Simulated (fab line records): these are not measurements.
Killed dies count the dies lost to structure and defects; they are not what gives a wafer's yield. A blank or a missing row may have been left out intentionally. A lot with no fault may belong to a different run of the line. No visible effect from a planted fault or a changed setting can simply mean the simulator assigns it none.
The tool behind it: which one? ; flow n5_finfet ; 36 wafers from 12 lots sampled at 4 of the route's 1938 steps

## WHAT THE GAUGES READ, wafer by wafer
N5_BEOL_M3_CD_MEAS_35: target cd 18 nm, target cd y 21 nm.
lot;measured;on;cd_nm (nm)
L075;day 7 14:11;cd_sem-01;18.21 18.05 18.16
L077;day 7 18:10;cd_sem-01;17.99 18.24 17.92
L079;day 8 07:37;cd_sem-01;18.04 18.22 18.25
L081;day 8 23:18;cd_sem-01;18.02 17.51 18.27
L083;day 9 06:59;cd_sem-02;18.10 18.43 17.99
L085;day 10 03:47;cd_sem-03;18.48 18.15 17.92
L088;day 10 12:47;cd_sem-03;17.81 17.44 17.93
L089;day 11 04:34;cd_sem-02;17.90 18.10 17.96
L091;day 11 16:46;cd_sem-01;18.56 18.04 18.26
L093;day 11 23:40;cd_sem-03;17.36 18.02 18.13
L095;day 13 00:20;cd_sem-03;17.97 18.01 18.07
L097;day 13 09:05;cd_sem-01;18.16 17.86 17.95

## TOOL THAT RAN EACH LOT (tool first, then ch and the chambers of the sampled wafers, then the start)
lot;N5_BEOL_M3_DESCUM_33;N5_BEOL_M3_ETCH_70;N5_BEOL_M3_VIA_ETCH_34
L075;rie_diel-06 ch 1,2,3, day 7 08:42;rie_diel-01 ch 1,2, day 7 13:40;rie_diel-01 ch 1,2, day 7 13:46
L077;rie_diel-03 ch 2,3, day 7 15:51;rie_diel-01 ch 2,3, day 7 17:40;rie_diel-01 ch 2,3, day 7 17:46
L079;rie_diel-03 ch 2,3, day 8 06:47;rie_diel-01 ch 0,2, day 8 07:07;rie_diel-01 ch 0,2, day 8 07:13
L081;rie_diel-01 ch 1,3, day 8 21:00;rie_diel-03 ch 0,1,2, day 8 22:47;rie_diel-03 ch 0,1,2, day 8 22:53
L083;rie_diel-06 ch 1,2, day 9 05:59;rie_diel-06 ch 0,1,2, day 9 06:28;rie_diel-06 ch 0,1,2, day 9 06:34
L085;rie_diel-06 ch 0,2,3, day 9 20:10;rie_diel-06 ch 0,2,3, day 10 03:17;rie_diel-06 ch 0,2,3, day 10 03:23
L088;rie_diel-06 ch 1,2, day 10 10:30;rie_diel-03 ch 0,2, day 10 12:11;rie_diel-03 ch 0,2, day 10 12:17
L089;rie_diel-01 ch 0,2, day 11 02:06;rie_diel-06 ch 0,2,3, day 11 04:03;rie_diel-06 ch 0,2,3, day 11 04:09
L091;rie_diel-03 ch 1,2, day 11 12:11;rie_diel-01 ch 1,3, day 11 16:15;rie_diel-01 ch 1,3, day 11 16:21
L093;rie_diel-01 ch 0,1, day 11 19:01;rie_diel-03 ch 0,2, day 11 22:59;rie_diel-03 ch 0,2, day 11 23:08
L095;rie_diel-01 ch 0,1,2, day 12 12:28;rie_diel-03 ch 1,2,3, day 12 23:49;rie_diel-03 ch 1,2,3, day 12 23:55
L097;rie_diel-06 ch 0,1,2, day 13 05:40;rie_diel-01 ch 0,1, day 13 08:35;rie_diel-01 ch 0,1, day 13 08:41
- N5_BEOL_M3_DESCUM_33: chemistry O2, time 7 s.
- N5_BEOL_M3_ETCH_70: etches SOC in N2/H2, target depth 80 nm, overetch 16 nm, time 120 s.
- N5_BEOL_M3_VIA_ETCH_34: etches the open film in C4F6/O2, target depth 69.4 nm, time 65.9 s.

## THE ANSWER, worked out from the rows above alone
Rule: the usual values come from the lots themselves. Put in order of their means at a reading, lots are off if they are a third of the lots or fewer, leave a main group of 4 or more, and stand apart from it by a gap of 3 or more times the standard deviation of the main group's means; of several such gaps the widest counts. If all means in a main group match to the digits the tables above print for the reading, that group is not used. A lot without any number at a reading at which 4 lots or more have one is off too. Any other lot the step has rows for is counted as sound.
Nothing can be told from this: no lot is off at any reading shown.

## WHAT THE SIMULATOR HAD INSERTED
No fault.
